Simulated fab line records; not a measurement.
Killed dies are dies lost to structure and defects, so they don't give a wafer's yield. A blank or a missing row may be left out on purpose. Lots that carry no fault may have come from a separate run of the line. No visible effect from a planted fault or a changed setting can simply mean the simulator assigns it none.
fab line records	flow nandHarc
record lots=12	wafers=36	lastDay=33
route steps=1302 shown P_CONTACT@237 THIN_TSV@1279 END@1302
lots that met no fault: taken from a fault-free run of the same line
startH: the number of hours between the record's first day and the start of the first shown wafer of the lot	waitH: hours from the lot's prior step to this one	" repeats the value in the row above	L1.1+2: a row that stands for several wafers	- either no value or no given start	* or withheld: withheld	< > ~ a bound
route shown NAME@n: names a module that has steps shown in the file, with the first one's number in the route	usual: mean/standard deviation taken from wafers without a fault	same: alike in all rows	chamber/n: place in a boat	sites: per-site readings	_std_site: how widely they spread, as a standard deviation	_edge_site: mean of outer sites minus mean of inner sites	radiusMm: for every site, how far away it sits from the centre of the wafer	mask NAME#n: copy n	behind: the last tool/chamber to shape the wafer	hold: why the lot went on hold/how many hours it stayed there/how the hold came to an end	device: transistor that didn't switch, given as n, p or np	end of line: tests of these same wafers at the route's end	where a step has no rows: the recipe by itself	killed: dies that structure and defects cost at the first sort, which is not the same as the wafer's yield	map: a wafer's dies, x killed, . not, _ none there
set.NAME: the run value of the setting; set.NAME@STEP: its run value at that earlier step	model.NAME: the simulator's own value behind a step, which no gauge read
a sample of lots followed through the steps of the route, with each step as a table and each wafer as a row
services: the hour from which a tool's chamber was out of use, counted from the record's first day as startH (under 0 if before that day), plus the number of hours and why
## steps
# step NHARC_P_CONTACT_ETCH_36
# recipe targetDepthA=2600	overEtchFrac=0.25	timeS=406.25	ionEnergyEv=200	n2FlowSccm=150	h2FlowSccm=150	arFlowSccm=0	rfW=400	biasW=150	chemistry=N2/H2
# usual chamberPressureMTorr=30.001/0.028	drypumpMotorCurrentA=5.6/0.31	oesProductAu=1.000/0.0094	rfVppV=430.0/2.8	showerheadPlenumPTorr=2.02/0.093	throttleValvePct=14.170/0.0095
lot.wafer	tool	chamber	startH	waitH	chamberPressureMTorr	drypumpMotorCurrentA	oesProductAu	rfHoursCounterH	rfVppV	showerheadPlenumPTorr	throttleValvePct
L532.1	rieDiel-13	3	116.75	-	29.963	5.7	1.007	3.0	426.5	1.92	14.164
L532.2	"	1	"	"	30.037	6.1	1.010	2.7	433.6	2.14	14.164
L532.5	"	2	"	"	30.001	5.1	1.008	-	430.6	2.04	14.176
L533.6	rieDiel-04	0	129.85	-	29.983	5.3	1.007	-	427.8	1.95	14.176
L533.4	"	2	"	"	29.973	5.7	1.004	-	433.8	2.16	14.163
L533.5	"	3	"	"	30.072	5.2	1.019	-	433.7	2.13	14.185
L535.4	rieDiel-13	3	146.37	-	29.989	5.7	1.002	4.0	426.9	1.92	14.154
L535.1	"	2	"	"	29.994	5.1	0.996	3.1	429.4	2.04	14.178
L535.5	"	0	"	"	29.989	5.7	1.009	-	430.4	2.03	14.176
L537.1	rieDiel-04	2	165.77	-	30.039	5.7	0.995	4.0	433.6	2.16	14.182
L537.4	"	1	"	"	29.975	6.0	1.003	4.1	427.8	1.93	14.158
L537.5	"	2	"	"	29.989	5.7	0.999	-	433.7	2.16	14.157
L538.3	rieDiel-13	1	178.78	-	29.979	6.1	0.996	0.1	432.8	2.14	14.163
L538.4	"	1	"	"	30.004	6.1	1.008	-	432.0	2.14	14.179
L538.6	"	3	"	"	29.986	5.7	1.002	-	427.9	1.92	14.175
L539.2	rieDiel-04	0	192.98	-	30.006	5.3	0.998	0.1	428.7	1.95	14.182
L539.3	"	2	"	"	30.028	5.7	1.002	0.1	433.9	2.16	14.160
L539.6	"	0	"	"	30.007	5.3	1.008	-	426.9	1.95	14.175
L541.2	rieDiel-13	0	213.40	-	30.010	5.7	0.996	0.8	430.2	2.03	14.181
L541.1	"	2	"	"	30.026	5.1	1.001	0.4	432.1	2.04	14.166
L541.6	"	0	"	"	29.989	5.7	1.007	-	430.9	2.03	14.162
L549.2	rieDiel-13	3	290.69	-	30.035	5.7	1.000	2.6	426.1	1.92	14.156
L549.4	"	1	"	"	30.039	6.1	1.009	2.7	433.4	2.14	14.169
L549.5	"	3	"	"	29.985	5.7	0.995	-	426.8	1.92	14.162
L550.2	rieDiel-13	3	300.91	-	30.013	5.7	0.996	3.2	426.8	1.92	14.168
L550.3	"	1	"	"	30.009	6.1	1.007	3.0	433.7	2.14	14.163
L550.1	"	2	"	"	29.963	5.1	1.003	2.5	429.8	2.04	14.162
L551.4	rieDiel-13	1	310.27	-	30.007	6.1	1.004	3.6	433.9	2.14	14.187
L551.1	"	3	"	"	30.047	5.7	1.000	3.8	428.8	1.92	14.168
L551.6	"	2	"	"	30.005	5.1	1.021	-	430.4	2.04	14.176
L553.4	rieDiel-04	0	334.68	-	30.004	5.3	1.000	4.6	427.1	1.94	14.168
L553.2	"	3	"	"	30.013	5.1	0.993	4.3	432.4	2.13	14.163
L553.6	"	1	"	"	30.039	6.0	1.000	-	427.3	1.93	14.155
L554.2	rieDiel-08	2	343.36	-	30.009	5.7	0.998	6.7	428.8	1.94	14.165
L554.4	"	1	"	"	30.038	6.0	0.997	6.7	427.2	1.97	14.178
L554.6	"	2	"	"	30.036	5.6	1.007	-	427.9	1.94	14.183
# step NHARC_THIN_TSV_DEGAS_53
# recipe tempC=300	timeS=60
# usual heaterPowerW=463/40
lot.wafer	tool	chamber	startH	waitH	heaterPowerW
L532.1	pvdSputter-02	-	547.04	0.1	422
L532.2	"	-	"	"	449
L532.5	"	-	"	"	426
L533.4	pvdSputter-01	-	564.67	0.1	426
L533.6	"	-	"	"	488
L533.5	"	-	"	"	510
L535.1	pvdSputter-01	-	570.60	0.1	488
L535.4	"	-	"	"	505
L535.5	"	-	"	"	518
L539.2	pvdSputter-02	-	621.27	0.1	531
L539.3	"	-	"	"	434
L539.6	"	-	"	"	497
L537.4	pvdSputter-03	-	622.48	0.1	420
L537.1	"	-	"	"	399
L537.5	"	-	"	"	490
L538.4	pvdSputter-01	-	623.80	0.1	486
L538.3	"	-	"	"	529
L538.6	"	-	"	"	477
L541.1	pvdSputter-01	-	649.01	0.1	469
L541.2	"	-	"	"	479
L541.6	"	-	"	"	531
L549.4	pvdSputter-01	-	719.40	0.1	472
L549.2	"	-	"	"	535
L549.5	"	-	"	"	530
L550.1	pvdSputter-02	-	726.56	0.1	467
L550.2	"	-	"	"	403
L550.3	"	-	"	"	480
L551.1	pvdSputter-03	-	733.01	0.1	404
L551.4	"	-	"	"	447
L551.6	"	-	"	"	434
L553.2	pvdSputter-02	-	768.95	0.2	507
L553.4	"	-	"	"	409
L553.6	"	-	"	"	489
L554.4	pvdSputter-02	-	780.62	0.1	410
L554.2	"	-	"	"	493
L554.6	"	-	"	"	463
# step NHARC_THIN_TSV_PRE_CLEAN_54
# recipe timeS=30	tempC=280	gas=H2/He
# usual heaterPowerW=406/35
lot.wafer	tool	chamber	startH	waitH	heaterPowerW
L532.1	pvdSputter-02	-	547.13	0.1	449
L532.2	"	-	"	"	459
L532.5	"	-	"	"	383
L533.4	pvdSputter-01	-	564.72	0.0	375
L533.5	"	-	"	"	378
L533.6	"	-	"	"	407
L535.4	pvdSputter-01	-	570.68	0.1	404
L535.1	"	-	"	"	373
L535.5	"	-	"	"	394
L539.3	pvdSputter-02	-	621.36	0.0	445
L539.2	"	-	"	"	386
L539.6	"	-	"	"	467
L537.1	pvdSputter-03	-	622.55	0.0	360
L537.4	"	-	"	"	376
L537.5	"	-	"	"	376
L538.4	pvdSputter-01	-	623.88	0.1	346
L538.3	"	-	"	"	433
L538.6	"	-	"	"	465
L541.2	pvdSputter-01	-	649.06	0.0	407
L541.1	"	-	"	"	457
L541.6	"	-	"	"	418
L549.4	pvdSputter-01	-	719.47	0.1	354
L549.2	"	-	"	"	453
L549.5	"	-	"	"	355
L550.3	pvdSputter-02	-	726.64	0.0	446
L550.1	"	-	"	"	434
L550.2	"	-	"	"	361
L551.4	pvdSputter-03	-	733.08	0.0	367
L551.1	"	-	"	"	382
L551.6	"	-	"	"	379
L553.4	pvdSputter-02	-	769.05	0.1	400
L553.2	"	-	"	"	361
L553.6	"	-	"	"	429
L554.2	pvdSputter-02	-	780.71	0.1	407
L554.4	"	-	"	"	358
L554.6	"	-	"	"	430
# step NHARC_THIN_TSV_ETCH_36
# recipe targetDepthA=650	overEtchFrac=0.3	timeS=18.571	ionEnergyEv=150	chemistry=Cl2/BCl3
# usual chamberPressureMTorr=10.001/0.0082	drypumpMotorCurrentA=6.0/0.55	oesProductAu=1.001/0.0094
lot.wafer	tool	chamber	startH	waitH	chamberPressureMTorr	drypumpMotorCurrentA	oesProductAu	rfHoursCounterH
L532.1	rieMetal-01	1	548.75	0.2	10.005	5.9	1.029	2.7
L532.2	"	0	"	"	10.002	6.6	1.027	2.7
L532.5	"	0	"	"	10.014	6.5	1.018	-
L533.4	rieMetal-03	0	566.38	0.2	10.014	6.5	1.003	-
L533.6	"	1	"	"	9.995	5.0	0.992	-
L533.5	"	0	"	"	10.007	6.6	0.998	-
L535.1	rieMetal-02	1	572.29	0.2	10.004	5.9	1.000	1.7
L535.4	"	1	"	"	9.995	5.9	0.990	-
L535.5	"	1	"	"	10.003	6.0	0.985	-
L539.2	rieMetal-03	1	622.96	0.2	10.009	4.9	0.983	2.0
L539.3	"	0	"	"	10.013	6.6	1.003	-
L539.6	"	1	"	"	9.997	4.9	0.984	-
L537.1	rieMetal-01	1	624.17	0.2	9.994	5.9	1.003	0.7
L537.4	"	0	"	"	9.992	6.5	1.006	-
L537.5	"	1	"	"	10.013	5.9	1.001	-
L538.4	rieMetal-02	1	625.50	0.2	9.999	5.9	0.990	-
L538.3	"	0	"	"	9.999	6.0	1.002	-
L538.6	"	1	"	"	9.978	5.9	0.997	-
L541.2	rieMetal-03	0	650.55	0.2	9.988	6.6	1.010	3.3
L541.1	"	1	"	"	9.998	4.9	1.004	3.3
L541.6	"	1	"	"	10.010	4.9	0.998	-
L549.2	rieMetal-01	0	721.12	0.2	10.005	6.5	1.018	2.2
L549.4	"	0	"	"	10.003	6.5	1.013	-
L549.5	"	0	"	"	9.999	6.5	1.021	-
L550.2	rieMetal-02	1	728.19	0.2	9.998	5.9	1.007	1.6
L550.1	"	0	"	"	10.002	6.0	0.996	1.6
L550.3	"	1	"	"	9.983	6.0	1.003	-
L551.1	rieMetal-03	0	734.58	0.2	10.006	6.6	0.991	0.5
L551.4	"	1	"	"	9.993	5.0	0.995	-
L551.6	"	1	"	"	9.993	5.0	1.001	-
L553.2	rieMetal-02	1	770.71	0.2	9.998	6.0	1.000	2.5
L553.4	"	0	"	"	10.002	6.1	0.998	-
L553.6	"	0	"	"	10.006	6.1	0.998	-
L554.2	rieMetal-02	1	782.31	0.2	9.995	5.9	1.009	2.7
L554.4	"	1	"	"	10.007	5.9	1.002	-
L554.6	"	0	"	"	9.988	6.1	0.995	-
# step NHARC_END_SORT_01
# recipe tempC=25
# usual killedAtArray=56/19	killedAtOther=0.8/1.1	killedAtPeriphery=3.4/2.5	killedDies=60/19	killedOpen=2.9/1.7	killedShort=2.4/1.6
# same grossDies=677
lot.wafer	tool	chamber	startH	waitH	killedAtArray	killedAtOther	killedAtPeriphery	killedDies	killedOpen	killedShort
L538.3	prober-01	0	640.99	3.1	47	3	3	53	3	4
L538.4	prober-01	0	641.78	3.4	39	3	5	47	1	0
L538.6	prober-01	0	643.36	3.9	44	1	8	53	2	4
L549.2	prober-02	0	730.41	2.8	32	0	2	34	1	5
L549.4	prober-02	0	732.00	3.4	16	0	97	113	2	1
L549.5	prober-02	0	732.80	3.7	29	1	4	34	7	4
L550.1	prober-02	0	737.94	2.5	61	0	2	63	3	3
L550.2	prober-02	0	738.74	2.8	75	0	5	80	1	2
L550.3	prober-02	0	739.54	3.1	50	0	100	150	3	3
L551.1	prober-01	0	743.05	2.5	44	1	3	48	3	4
L551.4	prober-01	0	745.43	3.4	41	1	107	149	0	3
L551.6	prober-01	0	747.02	4.0	36	1	1	38	3	1
L553.2	prober-02	0	780.09	2.8	50	1	4	55	2	1
L553.4	prober-02	0	781.67	3.4	61	0	2	63	4	3
L553.6	prober-02	0	783.26	4.0	60	2	1	63	1	3
# killed by level:class
L538.3 A_CHANNEL_HOLE_D2:chamberFilmFlake=26 A_CONTACT:chamberFilmFlake=4 A_CHANNEL_HOLE_D1:chamberFilmFlake=3 A_DECK1_JOINT:chamberFilmFlake=3 A_WL_FILL:chamberFilmFlake=3 THIN_TSV:chamberFilmFlake=2 A_ONON_D1:geometricParticle:open=1 A_CHANNEL_FILL_D1:geometricParticle:short=1
L538.4 A_CHANNEL_HOLE_D2:chamberFilmFlake=26 A_CONTACT:chamberFilmFlake=6 P_CONTACT:chamberFilmFlake=3 THIN_TSV:chamberFilmFlake=3 A_CHANNEL_HOLE_D1:chamberFilmFlake=2 A_SGD_CUT:chamberFilmFlake=2 A_CHANNEL_HOLE_D1:geometricParticle:open=1 P_ZERO_WELL:chamberFilmFlake=1
L538.6 A_CHANNEL_HOLE_D2:chamberFilmFlake=24 P_CONTACT:chamberFilmFlake=5 A_CHANNEL_HOLE_D1:chamberFilmFlake=3 A_CONTACT:chamberFilmFlake=3 A_WL_FILL:geometricParticle:short=2 A_DECK1_JOINT:chamberFilmFlake=2 A_WL_FILL:chamberFilmFlake=2 A_STAIRCASE:chamberFilmFlake=2
L549.2 A_CHANNEL_HOLE_D1:chamberFilmFlake=11 A_SLIT:chamberFilmFlake=5 A_CONTACT:chamberFilmFlake=3 A_WL_FILL:chamberFilmFlake=3 A_WL_FILL:geometricParticle:short=2 A_SGD_CUT:chamberFilmFlake=2 P_STI:geometricParticle:short=1 A_ONON_D1:geometricParticle:open=1
L549.4 P_CONTACT:unspecified=96 A_SLIT:chamberFilmFlake=6 A_CONTACT:chamberFilmFlake=3 A_DECK1_JOINT:geometricParticle:open=1 A_ONON_D2:geometricParticle:short=1 A_M0:geometricParticle:open=1 P_ZERO_WELL:chamberFilmFlake=1 A_CHANNEL_HOLE_D1:chamberFilmFlake=1
L549.5 A_CHANNEL_HOLE_D1:chamberFilmFlake=9 A_CONTACT:chamberFilmFlake=6 A_DECK1_JOINT:geometricParticle:open=3 A_ONON_D1:geometricParticle:short=2 A_CHANNEL_HOLE_D1:geometricParticle:short=2 P_GATE:chamberFilmFlake=2 A_SLIT:chamberFilmFlake=2 P_M0:geometricParticle:open=1
L550.1 A_SLIT:chamberFilmFlake=23 A_CHANNEL_HOLE_D2:chamberFilmFlake=17 A_CHANNEL_HOLE_D1:chamberFilmFlake=6 A_CONTACT:chamberFilmFlake=4 A_STAIRCASE:chamberFilmFlake=3 A_WL_FILL:geometricParticle:open=2 A_BONDPAD:chamberFilmFlake=2 P_GATE:geometricParticle:open=1
L550.2 A_SLIT:chamberFilmFlake=29 A_CHANNEL_HOLE_D2:chamberFilmFlake=18 A_CHANNEL_HOLE_D1:chamberFilmFlake=15 A_CONTACT:chamberFilmFlake=7 A_STAIRCASE:chamberFilmFlake=4 P_BONDPAD:chamberFilmFlake=2 P_M0:geometricParticle:open=1 P_M0:geometricParticle:short=1
L550.3 P_CONTACT:unspecified=97 A_SLIT:chamberFilmFlake=22 A_CHANNEL_HOLE_D1:chamberFilmFlake=10 A_CONTACT:chamberFilmFlake=5 A_CHANNEL_HOLE_D2:chamberFilmFlake=4 P_BONDPAD:chamberFilmFlake=2 A_BONDPAD:chamberFilmFlake=2 A_ONON_D2:geometricParticle:open=1
L551.1 A_CHANNEL_HOLE_D1:chamberFilmFlake=21 A_SLIT:chamberFilmFlake=5 A_BONDPAD:chamberFilmFlake=4 A_ZERO_WELL:chamberFilmFlake=3 A_STAIRCASE:chamberFilmFlake=3 P_M1:chamberFilmFlake=2 P_GATE:geometricParticle:open=1 A_SOURCE_PLATE:geometricParticle:open=1
L551.4 P_CONTACT:unspecified=105 A_CHANNEL_HOLE_D1:chamberFilmFlake=25 A_SLIT:chamberFilmFlake=6 A_WL_FILL:chamberFilmFlake=4 A_M0:geometricParticle:short=2 A_CONTACT:chamberFilmFlake=2 A_SOURCE_PLATE:geometricParticle:short=1 P_GATE:chamberFilmFlake=1
L551.6 A_CHANNEL_HOLE_D1:chamberFilmFlake=24 A_SLIT:chamberFilmFlake=5 A_STAIRCASE:chamberFilmFlake=3 A_CHANNEL_FILL_D2:geometricParticle:open=2 P_CONTACT:geometricParticle:short=1 A_BLC:geometricParticle:open=1 A_BONDPAD:chamberFilmFlake=1 THIN_TSV:chamberFilmFlake=1
L553.2 A_SLIT:chamberFilmFlake=31 A_CONTACT:chamberFilmFlake=6 A_CHANNEL_FILL_D1:chamberFilmFlake=3 A_CHANNEL_HOLE_D2:chamberFilmFlake=3 A_CHANNEL_HOLE_D1:unspecified=2 A_CHANNEL_FILL_D2:chamberFilmFlake=2 P_CONTACT:geometricParticle:open=1 A_SOURCE_PLATE:geometricParticle:short=1
L553.4 A_SLIT:chamberFilmFlake=30 A_CONTACT:chamberFilmFlake=6 A_CHANNEL_FILL_D1:chamberFilmFlake=4 A_ZERO_WELL:chamberFilmFlake=3 A_CHANNEL_HOLE_D1:unspecified=3 A_CHANNEL_FILL_D2:chamberFilmFlake=3 A_STAIRCASE:chamberFilmFlake=2 P_CONTACT:geometricParticle:short=1
L553.6 A_SLIT:chamberFilmFlake=29 A_CONTACT:chamberFilmFlake=10 A_ZERO_WELL:chamberFilmFlake=6 A_CHANNEL_FILL_D1:chamberFilmFlake=5 A_CHANNEL_HOLE_D1:chamberFilmFlake=3 A_SGD_CUT:chamberFilmFlake=2 THIN_TSV:chamberFilmFlake=2 P_M2:geometricParticle:short=1
## services
tool	chamber	startH	hours	kind
rieDiel-13	1	95.65	2.1	repair
pvdSputter-02	-	104.00	10.0	pm
rieDiel-13	-	165.00	9.0	pm
rieDiel-13	2	176.90	6.9	repair
rieDiel-13	0	192.09	6.6	repair
rieDiel-13	2	221.15	9.6	repair
pvdSputter-01	-	226.02	10.0	pm
rieDiel-13	3	228.19	20.6	repair
pvdSputter-02	-	247.77	8.5	repair
pvdSputter-02	-	282.00	10.0	pm
rieDiel-13	1	324.46	10.9	repair
pvdSputter-01	-	339.34	8.4	repair
rieDiel-13	-	342.00	9.0	pm
rieDiel-13	0	402.69	1.7	repair
pvdSputter-01	-	404.02	10.0	pm
rieDiel-13	-	405.10	1.3	repair
pvdSputter-02	-	434.94	2.9	repair
pvdSputter-02	-	460.00	10.0	pm
pvdSputter-01	-	460.86	0.7	repair
pvdSputter-01	-	582.02	10.0	pm
pvdSputter-02	-	638.00	10.0	pm
pvdSputter-02	-	718.49	7.2	repair
pvdSputter-01	-	726.41	2.5	repair
pvdSputter-01	-	760.02	10.0	pm
## key
firstSign step=NHARC_END_SORT_01	reading=killedAtPeriphery	direction=up	sigmas=40	usual=3.4	struck=101.3
effect step=NHARC_END_SORT_01	reading=killedDies	direction=up	sigmas=4.1	usual=60	struck=137
moreKillsBornAt NHARC_P_CONTACT_ETCH_36@rieDiel-13=298
metAt NHARC_P_CONTACT_ETCH_36
struckLots L549,L550,L551
struckWafers L549.4,L550.3,L551.4
testerLeftOut L549,L550,L551
notActingAt NHARC_THIN_TSV_DEGAS_53,NHARC_THIN_TSV_PRE_CLEAN_54,NHARC_THIN_TSV_ETCH_36
onsetBetween 178.78 290.69
fault kind=chamberParticleSource	tool=rieDiel-13	chamber=1	onsetH=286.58	steps=NHARC_P_CONTACT_ETCH_36	ratePerVisitCm2=1.9088	endH=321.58
# testerLeftOut: of these lots the tester's yield and bins aren't shown, on N5 and GAA mostly nor the transistor test; their killed dies are dies lost to structure and defects alone, not to doping, threshold or leakage, so they don't give the yield
